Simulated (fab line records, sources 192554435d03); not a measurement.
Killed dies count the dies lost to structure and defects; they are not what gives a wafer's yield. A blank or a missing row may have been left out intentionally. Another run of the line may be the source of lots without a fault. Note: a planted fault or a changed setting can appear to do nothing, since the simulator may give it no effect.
fab line records :: flow n5Finfet
[record]
  lots = 3
  wafers = 9
  lastDay = 15
route steps=1938 shown BEOL_M2@919 BEOL_M3@931 BEOL_M4@1111 PASSIVATION@1936
lots untouched by any fault: they come from a run of this same line in which no faults occurred
startH: hours from the record's first day to the start of the lot's first wafer shown :: waitH: hours since the lot's step before :: " identical to the entry in the row above :: L1.1+2: a row that stands for several wafers :: - no value present, or no start provided :: * or withheld: withheld :: < > ~ a bound
route shown NAME@n: names a module that has steps shown in the file, with the first one's number in the route :: usual: mean and standard deviation over wafers with no fault :: same: alike in all rows :: chamber/n: place in a boat :: sites: each site's reading :: _std_site: the values' standard deviation :: _edge_site: inner sites' mean taken away from outer sites' mean :: radiusMm: for every site, how far away it sits from the centre of the wafer :: mask NAME#n: copy n :: behind: tool/chamber where the wafer was last shaped :: hold: reason for holding the lot/hours on hold/outcome of the hold :: device: which transistor (n, p or np) failed to switch :: end of line: the route-end tests of the same wafers :: a step without rows: its recipe alone :: killed: not the wafer's yield, but the dies lost to structure and defects at the first sort :: map: shows each die of a wafer: x if killed, . if not, _ if none is there
set.NAME: setting as actually run; set.NAME@STEP: the setting as run at that earlier step :: model.NAME: the simulator's own value behind a step, which no gauge read
lots at some steps of the route; a table a step, a row a wafer
services: when a tool's chamber went out of use (startH, in hours from the record's first day, below 0 if earlier), for how many hours, and the reason
[[steps]]
[step N5_BEOL_M2_ANNEAL_95]
[recipe]
  tempC = 400
  timeS = 240
  ambient = vacuum
[step N5_BEOL_M2_SPUTTER_96]
[recipe]
  material = Cu
  targetThkA = 45
  tempC = -20
  chamberPressurePa = 0.07
  powerW = withheld
  timeS = 8.29
[step N5_BEOL_M2_ECD_50]
[recipe]
  material = Cu
  targetThkA = 3000
[step N5_BEOL_M2_ANNEAL_51]
[recipe]
  tempC = 225
  timeS = 90
  ambient = N2
[step N5_BEOL_M2_CMP_52]
[recipe]
  stopOn = SiOC
  tOverpolishS = 6.8
  downForcePsi = 1
  platenRpm = 50
  clearingPlatenDownForcePsi = 1.5
  clearingPlatenRpm = 50
  postCmpClean = cuAlkaline
  targetThkNm = 40
  clearingPlatenPadVelocityMS = 0.99484
  padVelocityMS = 0.99484
[step N5_BEOL_M2_PRE_CLEAN_60]
[recipe]
  gas = NH3/H2
  timeS = 15
  tempC = *
  rfPowerW = 300
[step N5_BEOL_M2_CO_CAP_55]
[recipe]
  material = Co
  targetThkA = 20
  tempC = 200
  precursor = CCTBA/H2
  pressureTorr = 30
  timeS = 102.1
[step N5_BEOL_M2_PRE_CLEAN_56]
[recipe]
  gas = NH3
  timeS = 15
  tempC = withheld
  rfPowerW = 300
[step N5_BEOL_M2_DEP_57]
[recipe]
  material = SiCN
  targetThkA = 80
  tempC = withheld
  precursor = 3MS/NH3
  pressureTorr = 3
  rfW = 202
  timeS = 14
[step N5_BEOL_M3_ILD_DEP_00]
[recipe]
  material = SiOC
  targetThkA = 790
  tempC = 350
  precursor = DEMS/O2
  pressureTorr = 5
  rfW = 500
  timeS = 15.3
[usual]
  heaterPowerW = 423/61
  showerheadPlenumPTorr = 5.687/0.019
  throttleValvePct = 12.1/0.89
lot.wafer: L374.2
tool: pecvd-04
chamber: 1
startH: 197.31
waitH: 0.0
heaterPowerW: 433
showerheadPlenumPTorr: 5.670
throttleValvePct: 11.4
model.SiOC_of_BEOL_M3_ILD_DEP_00.thkNm: 76.8

lot.wafer: L374.4
tool: pecvd-04
chamber: 2
startH: 197.31
waitH: 0.0
heaterPowerW: 370
showerheadPlenumPTorr: 5.726
throttleValvePct: 11.0
model.SiOC_of_BEOL_M3_ILD_DEP_00.thkNm: 78.6

lot.wafer: L374.5
tool: pecvd-04
chamber: 1
startH: 197.31
waitH: 0.0
heaterPowerW: 435
showerheadPlenumPTorr: 5.673
throttleValvePct: 11.4
model.SiOC_of_BEOL_M3_ILD_DEP_00.thkNm: 78.8

lot.wafer: L376.1
tool: pecvd-01
chamber: 1
startH: 222.97
waitH: 0.0
heaterPowerW: 424
showerheadPlenumPTorr: 5.678
throttleValvePct: 13.2
model.SiOC_of_BEOL_M3_ILD_DEP_00.thkNm: 78.2

lot.wafer: L376.2
tool: pecvd-01
chamber: 2
startH: 222.97
waitH: 0.0
heaterPowerW: 360
showerheadPlenumPTorr: 5.669
throttleValvePct: 11.7
model.SiOC_of_BEOL_M3_ILD_DEP_00.thkNm: 78.2

lot.wafer: L376.5
tool: pecvd-01
chamber: 0
startH: 222.97
waitH: 0.0
heaterPowerW: 511
showerheadPlenumPTorr: 5.650
throttleValvePct: 13.4
model.SiOC_of_BEOL_M3_ILD_DEP_00.thkNm: 79.4

lot.wafer: L381.3
tool: pecvd-04
chamber: 0
startH: 245.67
waitH: 0.0
heaterPowerW: 391
showerheadPlenumPTorr: 5.714
throttleValvePct: 13.2
model.SiOC_of_BEOL_M3_ILD_DEP_00.thkNm: 103.4

lot.wafer: L381.5
tool: pecvd-04
chamber: 2
startH: 245.67
waitH: 0.0
heaterPowerW: 387
showerheadPlenumPTorr: 5.707
throttleValvePct: 11.1
model.SiOC_of_BEOL_M3_ILD_DEP_00.thkNm: 80

lot.wafer: L381.6
tool: pecvd-04
chamber: 0
startH: 245.67
waitH: 0.0
heaterPowerW: 399
showerheadPlenumPTorr: 5.700
throttleValvePct: 13.1
model.SiOC_of_BEOL_M3_ILD_DEP_00.thkNm: 79.8
[step N5_BEOL_M3_THK_MEAS_01]
[recipe]
  reads = SiOC_of_BEOL_M3_ILD_DEP_00
[usual]
  M3_ILD_THK = 79.0/0.93
lot.wafer: L374.2
tool: filmMetro-01
chamber: -
startH: 197.37
waitH: 0.1
M3_ILD_THK[nm]: 76.8

lot.wafer: L374.4
tool: filmMetro-01
chamber: -
startH: 197.37
waitH: 0.1
M3_ILD_THK[nm]: 78.6

lot.wafer: L374.5
tool: filmMetro-01
chamber: -
startH: 197.37
waitH: 0.1
M3_ILD_THK[nm]: 78.8

lot.wafer: L376.1
tool: filmMetro-02
chamber: -
startH: 223.04
waitH: 0.0
M3_ILD_THK[nm]: 78.2

lot.wafer: L376.2
tool: filmMetro-02
chamber: -
startH: 223.04
waitH: 0.0
M3_ILD_THK[nm]: 78.3

lot.wafer: L376.5
tool: filmMetro-02
chamber: -
startH: 223.04
waitH: 0.0
M3_ILD_THK[nm]: 79.3

lot.wafer: L381.3
tool: filmMetro-02
chamber: -
startH: 245.74
waitH: 0.1
M3_ILD_THK[nm]: 103.3

lot.wafer: L381.5
tool: filmMetro-02
chamber: -
startH: 245.74
waitH: 0.1
M3_ILD_THK[nm]: 80.0

lot.wafer: L381.6
tool: filmMetro-02
chamber: -
startH: 245.74
waitH: 0.1
M3_ILD_THK[nm]: 79.7
[step N5_BEOL_M3_PECVD_72]
[recipe]
  material = SiO2
  targetThkA = 160
  tempC = 400
  precursor = TEOS/O2
  pressureTorr = 5.5
  rfW = 450
  teosFlowSccm = 53.8
  gas = O2
  flowSccm = 3000
  timeS = 18
[step N5_BEOL_M3_HM_DEP_02]
[recipe]
  material = TiN
  targetThkA = 200
  tempC = 25
  chamberPressurePa = 0.49996
[step N5_BEOL_M3_COAT_61]
[recipe]
  resist = SOC
  tempC = 250
  timeS = 60
  spinRpm = 1500
  resistThkNm = 60
[step N5_BEOL_M3_COAT_62]
[recipe]
  resist = SiARC
  tempC = 220
  timeS = 60
  spinRpm = 1500
  resistThkNm = 12
[step N5_BEOL_M3_COAT_73]
[recipe]
  resist = underlayer
  tempC = 205
  timeS = 60
  spinRpm = 1500
  resistThkNm = 5
[step N5_BEOL_M3_COAT_05]
[recipe]
  resist = CAR-EUV
  spinRpm = 1500
  resistThkNm = 30
[step N5_BEOL_M3_EBR_07]
[recipe]
  solvent = PGMEA
  ebrWidthMm = 1.5
[step N5_BEOL_M3_SOFTBAKE_06]
[recipe]
  tempC = 110
  timeS = 60
  resist = CAR-EUV
[step N5_BEOL_M3_EXPOSE_08]
[recipe]
  maskId = M3
  na = 0.33
  sourceShape = dipole
  sigmaInner = 0.369
  sigmaOuter = 0.767
  polarization = unpolarized
  doseMj = 33
[step N5_BEOL_M3_PEB_09]
[recipe]
  pebTempC = 100
  pebTimeS = 60
  resist = CAR-EUV
[step N5_BEOL_M3_DEVELOP_10]
[recipe]
  developTimeS = 30
  developer = TMAH
  resist = CAR-EUV
  rinseLiquid = surfactantRinse
  dry = airSpin
  devTempC = 23
[step N5_BEOL_M3_DESCUM_16]
[recipe]
  chemistry = O2
  timeS = 7
  sourcePowerW = 50
  biasPowerW = 20
  pressureMtorr = 20
  rfFrequencyHz = 2.712e+07
  tempC = 40
  resist = CAR-EUV
  o2FlowSccm = 225
[step N5_BEOL_M3_ETCH_74]
[recipe]
  chemistry = N2/H2
  target = underlayer
  targetDepthA = 65
  maskMaterial = CAR-EUV
  timeS = 5.2
  ionEnergyEv = 200
  pressureMtorr = 30
  sourceW = 840
  biasW = 150
  n2FlowSccm = 200
  h2FlowSccm = 200
  ends = cleared
[step N5_BEOL_M3_ETCH_63]
[recipe]
  chemistry = CF4
  target = SiARC
  targetDepthA = 156
  maskMaterial = CAR-EUV
  timeS = 26
  ionEnergyEv = 80
  pressureMtorr = 40
  sourceW = 545
  biasW = 36
  Ar_flow_sccm = 100
  cf4FlowSccm = 100
  ends = cleared
[step N5_BEOL_M3_ETCH_64]
[recipe]
  chemistry = N2/H2
  target = SOC
  targetDepthA = 750
  overetchA = 150
  maskMaterial = SiARC
  tempC = 40
  timeS = 112.5
  ionEnergyEv = 200
  pressureMtorr = 30
  sourceW = 840
  biasW = 150
  n2FlowSccm = 200
  h2FlowSccm = 200
[step N5_BEOL_M3_STRIP_65]
[recipe]
  chemistry = N2/H2
  tempC = 40
  n2FlowSccm = 200
  h2FlowSccm = 200
  rfFrequencyHz = 6e+07
[step N5_BEOL_M3_STRIP_75]
[recipe]
  chemistry = N2/H2
  tempC = 40
  n2FlowSccm = 200
  h2FlowSccm = 200
  rfFrequencyHz = 6e+07
[step N5_BEOL_M3_STRIP_66]
[recipe]
  chemistry = CF4
  resist = SiARC
  powerW = 300
  biasPowerW = 75
  pressureMtorr = 50
  cf4FlowSccm = 150
  rfFrequencyHz = 6e+07
[step N5_BEOL_M3_HM_OPEN_17]
[recipe]
  chemistry = Cl2/BCl3
  targetDepthA = 200
  overetchA = 60
  target = TiN
  maskMaterial = SOC
  ionEnergyEv = 150
  pressureMtorr = 10
  icpW = 1000
  biasW = 126
  Cl2_flow_sccm = 53.25
  bcl3FlowSccm = 21.75
  Ar_flow_sccm = 25
[step N5_BEOL_M3_STRIP_19]
[recipe]
  chemistry = O2
  powerW = 400
  tempC = 40
  pressureMtorr = 30
  rfFrequencyHz = 6e+07
  biasPowerW = 0
  overashFraction = 0.2
  o2FlowSccm = 225
[step N5_BEOL_M3_COAT_67]
[recipe]
  resist = SOC
  tempC = 250
  timeS = 60
  spinRpm = 1500
  resistThkNm = 60
[step N5_BEOL_M3_COAT_68]
[recipe]
  resist = SiARC
  tempC = 220
  timeS = 60
  spinRpm = 1500
  resistThkNm = 12
[step N5_BEOL_M3_COAT_76]
[recipe]
  resist = underlayer
  tempC = 205
  timeS = 60
  spinRpm = 1500
  resistThkNm = 5
[step N5_BEOL_M3_COAT_22]
[recipe]
  resist = CAR-EUV
  spinRpm = 1500
  resistThkNm = 30
[step N5_BEOL_M3_CMP_52]
[recipe]
  stopOn = SiOC
  tOverpolishS = 6.8
  downForcePsi = 1
  platenRpm = 50
  clearingPlatenDownForcePsi = 1.5
  clearingPlatenRpm = 50
  postCmpClean = cuAlkaline
  targetThkNm = 40
  clearingPlatenPadVelocityMS = 0.99484
  padVelocityMS = 0.99484
[usual]
  motorCurrentA = 6.2/0.5
lot.wafer: L374.4
tool: cmp-02
chamber: 1
startH: 218.33
waitH: 0.1
motorCurrentA: 6.1
model.SiOC_of_BEOL_M3_ILD_DEP_00.thkNm: 75.6
model.Cu_of_BEOL_M3_ECD_50.thkNm: 38.6

lot.wafer: L374.2
tool: cmp-02
chamber: 0
startH: 218.33
waitH: 0.1
motorCurrentA: 6.2
model.SiOC_of_BEOL_M3_ILD_DEP_00.thkNm: 73.8
model.Cu_of_BEOL_M3_ECD_50.thkNm: 37.2

lot.wafer: L374.5
tool: cmp-02
chamber: 1
startH: 218.33
waitH: 0.1
motorCurrentA: 6.1
model.SiOC_of_BEOL_M3_ILD_DEP_00.thkNm: 75.8
model.Cu_of_BEOL_M3_ECD_50.thkNm: 39.4

lot.wafer: L376.1
tool: cmp-03
chamber: 2
startH: 233.63
waitH: 0.3
motorCurrentA: 5.5
model.SiOC_of_BEOL_M3_ILD_DEP_00.thkNm: 75.2
model.Cu_of_BEOL_M3_ECD_50.thkNm: 39.6

lot.wafer: L376.2
tool: cmp-03
chamber: 3
startH: 233.63
waitH: 0.3
motorCurrentA: 6.7
model.SiOC_of_BEOL_M3_ILD_DEP_00.thkNm: 75.2
model.Cu_of_BEOL_M3_ECD_50.thkNm: 38

lot.wafer: L376.5
tool: cmp-03
chamber: 2
startH: 233.63
waitH: 0.3
motorCurrentA: 5.9
model.SiOC_of_BEOL_M3_ILD_DEP_00.thkNm: 76.4
model.Cu_of_BEOL_M3_ECD_50.thkNm: 40.2

lot.wafer: L381.3
tool: cmp-02
chamber: 0
startH: 255.95
waitH: 0.3
motorCurrentA: 6.3
model.SiOC_of_BEOL_M3_ILD_DEP_00.thkNm: 100.4
model.Cu_of_BEOL_M3_ECD_50.thkNm: 64

lot.wafer: L381.5
tool: cmp-02
chamber: 1
startH: 255.95
waitH: 0.3
motorCurrentA: 6.5
model.SiOC_of_BEOL_M3_ILD_DEP_00.thkNm: 77
model.Cu_of_BEOL_M3_ECD_50.thkNm: 41

lot.wafer: L381.6
tool: cmp-02
chamber: 2
startH: 255.95
waitH: 0.3
motorCurrentA: 5.5
model.SiOC_of_BEOL_M3_ILD_DEP_00.thkNm: 76.8
model.Cu_of_BEOL_M3_ECD_50.thkNm: 38.2
[step N5_BEOL_M4_RC_MEAS_101]
[usual]
  CHAIN_V2 = 234/7.3
  CHAIN_V2_max_site = 243/8.5
  DIBL_N = 36.1/1.3
  DIBL_P = 36.1/1.7
  IOFF_N = 0.154/0.022
  IOFF_P = 0.201/0.024
  ION_N = 675/8.9
  ION_P = 462/5.9
  SS_N = 71.5/0.49
  SS_P = 73.3/0.58
  VT_N = 250.0/2.7
  VT_P = -251.3/2.7
lot.wafer: L374.2
tool: prober-02
chamber: 0
startH: 231.85
waitH: 0.2
CHAIN_V2[ohm/link]: 228
CHAIN_V2_max_site[ohm/link]: 234
DIBL_N[mV/V]: 35.3
DIBL_P[mV/V]: 35.3
IOFF_N[nA/um]: 0.160
IOFF_P[nA/um]: 0.199
ION_N[uA/um]: 678
ION_P[uA/um]: 463
SS_N[mV/dec]: 71.3
SS_P[mV/dec]: 73.1
VT_N[mV]: 249.7
VT_P[mV]: -249.6

lot.wafer: L374.4
tool: prober-02
chamber: 0
startH: 231.85
waitH: 0.2
CHAIN_V2[ohm/link]: 227
CHAIN_V2_max_site[ohm/link]: 235
DIBL_N[mV/V]: 34.9
DIBL_P[mV/V]: 34.0
IOFF_N[nA/um]: 0.140
IOFF_P[nA/um]: 0.175
ION_N[uA/um]: 674
ION_P[uA/um]: 453
SS_N[mV/dec]: 71.3
SS_P[mV/dec]: 73.1
VT_N[mV]: 247.0
VT_P[mV]: -253.1

lot.wafer: L374.5
tool: prober-02
chamber: 0
startH: 231.85
waitH: 0.2
CHAIN_V2[ohm/link]: 230
CHAIN_V2_max_site[ohm/link]: 235
DIBL_N[mV/V]: 36.3
DIBL_P[mV/V]: 36.2
IOFF_N[nA/um]: 0.158
IOFF_P[nA/um]: 0.206
ION_N[uA/um]: 664
ION_P[uA/um]: 457
SS_N[mV/dec]: 71.7
SS_P[mV/dec]: 74.4
VT_N[mV]: 252.2
VT_P[mV]: -252.7

lot.wafer: L376.1
tool: prober-02
chamber: 0
startH: 259.55
waitH: 0.0
CHAIN_V2[ohm/link]: 248
CHAIN_V2_max_site[ohm/link]: 258
DIBL_N[mV/V]: 35.9
DIBL_P[mV/V]: 36.1
IOFF_N[nA/um]: 0.152
IOFF_P[nA/um]: 0.199
ION_N[uA/um]: 681
ION_P[uA/um]: 461
SS_N[mV/dec]: 71.5
SS_P[mV/dec]: 73.4
VT_N[mV]: 251.1
VT_P[mV]: -251.5

lot.wafer: L376.2
tool: prober-02
chamber: 0
startH: 259.55
waitH: 0.0
CHAIN_V2[ohm/link]: 235
CHAIN_V2_max_site[ohm/link]: 246
DIBL_N[mV/V]: 36.7
DIBL_P[mV/V]: 36.9
IOFF_N[nA/um]: 0.163
IOFF_P[nA/um]: 0.224
ION_N[uA/um]: 686
ION_P[uA/um]: 466
SS_N[mV/dec]: 71.7
SS_P[mV/dec]: 73.6
VT_N[mV]: 245.8
VT_P[mV]: -248.8

lot.wafer: L376.5
tool: prober-02
chamber: 0
startH: 259.55
waitH: 0.0
CHAIN_V2[ohm/link]: 255
CHAIN_V2_max_site[ohm/link]: 266
DIBL_N[mV/V]: 34.7
DIBL_P[mV/V]: 35.1
IOFF_N[nA/um]: 0.138
IOFF_P[nA/um]: 0.193
ION_N[uA/um]: 675
ION_P[uA/um]: 464
SS_N[mV/dec]: 71.1
SS_P[mV/dec]: 72.3
VT_N[mV]: 250.6
VT_P[mV]: -251.3

lot.wafer: L381.3
tool: prober-01
chamber: 0
startH: 263.21
waitH: 0.3
CHAIN_V2[ohm/link]: -
CHAIN_V2_max_site[ohm/link]: -
DIBL_N[mV/V]: 37.4
DIBL_P[mV/V]: 39.3
IOFF_N[nA/um]: 0.179
IOFF_P[nA/um]: 0.223
ION_N[uA/um]: 669
ION_P[uA/um]: 462
SS_N[mV/dec]: 72.0
SS_P[mV/dec]: 74.1
VT_N[mV]: 250.0
VT_P[mV]: -251.3

lot.wafer: L381.5
tool: prober-01
chamber: 0
startH: 263.21
waitH: 0.3
CHAIN_V2[ohm/link]: 226
CHAIN_V2_max_site[ohm/link]: 230
DIBL_N[mV/V]: 37.8
DIBL_P[mV/V]: 39.5
IOFF_N[nA/um]: 0.182
IOFF_P[nA/um]: 0.234
ION_N[uA/um]: 672
ION_P[uA/um]: 458
SS_N[mV/dec]: 72.1
SS_P[mV/dec]: 73.9
VT_N[mV]: 249.1
VT_P[mV]: -248.8

lot.wafer: L381.6
tool: prober-01
chamber: 0
startH: 263.21
waitH: 0.3
CHAIN_V2[ohm/link]: 241
CHAIN_V2_max_site[ohm/link]: 252
DIBL_N[mV/V]: 37.1
DIBL_P[mV/V]: 38.9
IOFF_N[nA/um]: 0.172
IOFF_P[nA/um]: 0.217
ION_N[uA/um]: 679
ION_P[uA/um]: 462
SS_N[mV/dec]: 71.7
SS_P[mV/dec]: 73.5
VT_N[mV]: 251.0
VT_P[mV]: -253.8
// sites CHAIN_V2 radiusMm=0,75,75,75,75,140,140,140,140
L374.2 225 234 234 230 231 222 228 223 225
L376.1 241 247 249 247 243 251 258 248 251
[step N5_PASSIVATION_PROBE_49]
[usual]
  defectLimitedYield = 90.9/1.3
  killed_at_M0_to_M3 = 35/10
  killed_at_M4_up = 15/5.7
  killedAtContacts = 14/6.4
  killedAtFrontEnd = 40/11
  killedAtOther = 4/3.1
  killedDies = 108/16
  killedOpen = 71/11
  killedShort = 34/7.7
  sort_bin_5_function = 5.4/0.9
  sort_bin_6_memory = 3.4/0.61
  sortNPass = 1072/16
  sortYieldPct = 90.9/1.3
[same]
  grossDies = 1180
  killedAtBackSide = 0
  sort_bin_4_leakage[%] = 0
  sort_bin_8_speed[%] = 0
lot.wafer: L381.3
tool: prober-01
chamber: -
startH: 369.69
waitH: 0.1
defectLimitedYield[%]: 52.1
killed_at_M0_to_M3: 514
killed_at_M4_up: 11
killedAtContacts: 6
killedAtFrontEnd: 32
killedAtOther: 2
killedDies: 565
killedOpen: 65
killedShort: 30
sort_bin_5_function[%]: 44.6
sort_bin_6_memory[%]: 2.9
sortNPass: 615
sortYieldPct[%]: 52.1
// killed by level:class
L381.3 BEOL_M3:areaDep=470 BEOL_M2:geometricParticle:open=11 FIN_SAQP:geometricParticle:open=7 BEOL_M2:geometricParticle:short=7 BEOL_M4:geometricParticle:open=7 BEOL_M1:geometricParticle:open=6 DUMMY_GATE:geometricParticle:open=6 BEOL_M0_SAQP:geometricParticle:open=6
// map L381.3 (x killed, . not)
_________________....x.......________________
______________.......x......x..._____________
___________.x..............x....x..__________
__________...x.......x..xx....xx...._________
________..x.x...x..x.x.x...x.........._______
_______x..x.....x.x.xx.x.xx.x.x........______
______...x.......x.xxxx......x.x.....x.x_____
_____.....x.....xxxxx.xxxxxxxxx...x......____
____x.....xx...xxx.x.xxxxxxxxx..x..x..x...___
___......x.xxxxx.xxx.xxxxxxxxxxxx..x...x...__
___....x.....xxxxxxxxxxxxxxxxxxxxxxxx....x.__
__.........xxxxxxxxxxxxxxxxxxxxxxxx........._
__.x....x.x.xxxxxxxxxxxxxxxxxxxxxx.xx......._
_........xx.xxxxxx.xxxxxxxxxxxxxxxxxxx..x....
_.x......x.x.xxxxxxxxxxxxxxxxxxxx.xxx........
_...x..x.xxx.xxxxxxxxxxxxxxxxxxxxxxx........x
_..x....xx.xxxxxxxxxxxxxxxxxxxxxxxxxxx.......
_..x...x...x.xxxxxxxxxxxxxxxxxxxxxxxxxx..xx..
_.x......xxxxxxxxxxxxxxxxxxxxxxxxxxxx........
_....x.xx.xxxxxxxxxxxxxxxxxxxxxxxxxxx..xx....
_........xxxx.xxxxxxxxxxxxxxxxxxxxx...x......
__.x.x...xxxxxxxxxxxxxxxxxxxxxxxx.xx........_
__.........xx.xxxxxxxxxxxxxxxxxxx..x........_
___......x..xxxxxxxxxxxxxxxxxxxxxxxx.x.....__
___.......xxx.x.xxxxxxxxxxxxxxxx.x....x.x.x__
____.............xxxxxx.x.xx.xx..x..x.....___
_____.......x.xx..xxxxxxxxxxx..x..x....x.____
______........xx...xx....xxxxxxx.x....x._____
_______.........x..xxx.x.x......x......______
________....x..x...x.......x........x._______
__________....x...x................._________
___________.......................x__________
______________....x............._____________
_________________............________________
// map L374.4 (x killed, . not)
_________________.....x..xx..________________
______________........x......x.._____________
___________......x.................__________
__________xxx.....x...............x._________
________.............x................_______
_______..x.........x.x.................______
______.x.....x...x.............x........_____
_____......x........x...x.........xx..x..____
____xx...........x......................xx___
___.........x...x...........x..............__
___x...x............................x......__
__............x........x..x....x..........x._
__............x....xxx...xx.....x.......x..._
_....x......x.........................x......
_......x........x........x...x.....x.x..x..x.
_....xx........x..x..........xx..............
_.........x...........x............x....xxxx.
_...........x........x....x...........x..x...
_....x................x........xx.x.x...x.x..
_.x.....x.....................x...........x..
_..x......x........x.....x.x....x.........x..
__................x...x....x...x............_
__..x...x.........x.x.......x.xx..........x._
___.x.....x.......x................x.......__
___...x.....x..............xx..........x...__
____..........x............x..........x...___
_____..................xx.......x........____
______..x....x........x...........x....._____
_______......x.....x.x..............xx.______
________...........x.x...........x...._______
__________.x........................_________
___________..x...............x.....__________
______________.....x............_____________
_________________............________________
[[services]]
tool: pecvd-01
chamber: -
startH: 189.49
hours: 2.2
kind: repair

tool: cmp-02
chamber: -
startH: 190.68
hours: 1.4
kind: repair

tool: pecvd-04
chamber: 2
startH: 191.22
hours: 5.5
kind: scheduledDown

tool: cmp-02
chamber: -
startH: 209.16
hours: 2.0
kind: repair

tool: pecvd-01
chamber: 0
startH: 217.93
hours: 1.7
kind: repair

tool: cmp-02
chamber: -
startH: 241.38
hours: 6.9
kind: pm

tool: pecvd-04
chamber: -
startH: 247.94
hours: 0.7
kind: repair

tool: cmp-03
chamber: -
startH: 249.33
hours: 2.6
kind: repair
[[key]]
[firstSign]
  step = N5_BEOL_M3_THK_MEAS_01
  reading = M3_ILD_THK
  direction = up
  sigmas = 26
  usual = 79.0
  struck = 103.3
[effect]
  step = N5_BEOL_M4_RC_MEAS_101
  reading = CHAIN_V2
  direction = missing
[effect]
  step = N5_BEOL_M4_RC_MEAS_101
  reading = CHAIN_V2_max_site
  direction = missing
[effect]
  step = N5_PASSIVATION_PROBE_49
  reading = killed_at_M0_to_M3
  direction = up
  sigmas = 46
  usual = 35
  struck = 514
[modelEffect]
  step = N5_BEOL_M3_ILD_DEP_00
  value = SiOC_of_BEOL_M3_ILD_DEP_00.thkNm
  without = 78.6
  struck = 103.4
[modelEffect]
  step = N5_BEOL_M3_CMP_52
  value = SiOC_of_BEOL_M3_ILD_DEP_00.thkNm
  without = 75.6
  struck = 100.4
[moreKillsBornAt]
  N5_BEOL_M3_ILD_DEP_00@pecvd-04 = 470
metAt N5_BEOL_M3_ILD_DEP_00
struckWafers L381.3
onsetBetween 197.31 245.67
[fault]
  kind = processParameterDrift
  tool = pecvd-04
  chamber = -
  onsetH = 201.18
  steps = N5_BEOL_M3_ILD_DEP_00
  channel = timeS
  offset = *
  shape = step
  endH = 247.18
  scope = struckWafersOnly
  actsIn = *
  stated = *
